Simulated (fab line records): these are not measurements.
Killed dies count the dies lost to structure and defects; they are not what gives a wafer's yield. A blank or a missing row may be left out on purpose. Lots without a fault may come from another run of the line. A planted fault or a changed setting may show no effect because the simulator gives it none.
Chamber matching + flow n5Finfet + rieDiel-01 running N5_HKMG_FIN_ETCH_31: 4 sister chambers
The step etches SiARC in CF4, target depth 45.5 nm, time 75.8 s. 8 wafers are shown with their chamber, then 10 later ones without.

WAFERS, EACH WITH ITS CHAMBER
| wafer  | chamber | showerheadPlenumPTorr (Torr) | drypumpMotorCurrentA (A) |
|--------|---------|------------------------------|--------------------------|
| L084.5 | 2       | 2.04                         | 5.9                      |
| L086.1 | 2       | 2.04                         | 5.9                      |
| L086.2 | 1       | 2.20                         | 5.2                      |
| L086.4 | 1       | 2.20                         | 5.3                      |
| L088.3 | 0       | 2.11                         | 5.5                      |
| L088.5 | 3       | 2.19                         | 5.0                      |
| L089.1 | 0       | 2.11                         | 5.5                      |
| L089.3 | 3       | 2.18                         | 5.0                      |

WAFERS WITH NO CHAMBER GIVEN
| wafer  | showerheadPlenumPTorr (Torr) | drypumpMotorCurrentA (A) |
|--------|------------------------------|--------------------------|
| L089.4 | 2.11                         | 5.5                      |
| L091.1 | 2.20                         | 5.2                      |
| L091.2 | 2.11                         | 5.4                      |
| L091.4 | 2.03                         | 6.0                      |
| L096.1 | 2.18                         | 5.0                      |
| L096.5 | 2.11                         | 5.5                      |
| L096.6 | 2.18                         | 5.0                      |
| L097.1 | 2.11                         | 5.5                      |
| L097.3 | 2.19                         | 5.2                      |
| L097.5 | 2.18                         | 4.9                      |

THE CHAMBER EACH PASSED THROUGH
| wafer  | from the rows above | in truth |
|--------|---------------------|----------|
| L089.4 | 0                   | 0        |
| L091.1 | 1                   | 1        |
| L091.2 | 0                   | 0        |
| L091.4 | 2                   | 2        |
| L096.1 | 3                   | 3        |
| L096.5 | 0                   | 0        |
| L096.6 | 3                   | 3        |
| L097.1 | 0                   | 0        |
| L097.3 | 1                   | 1        |
| L097.5 | 3                   | 3        |
Placed correctly: 10 of 10. Can't be placed from these rows: 0. Placed wrongly: 0.
How it was worked out, from the rows above alone: a wafer's distance from a chamber is the root of the sum, over the readings, of the square of ((its reading less the chamber's mean) divided by the reading's scatter). If the next closest chamber is less than 2 further off than the closest, the wafer can't be placed; otherwise it belongs to the closest. Each chamber's mean is taken over the wafers shown for it. The scatter: the root of (the sum of the squares of (reading less its chamber's mean) over the shown wafers, divided by (wafers less chambers)).
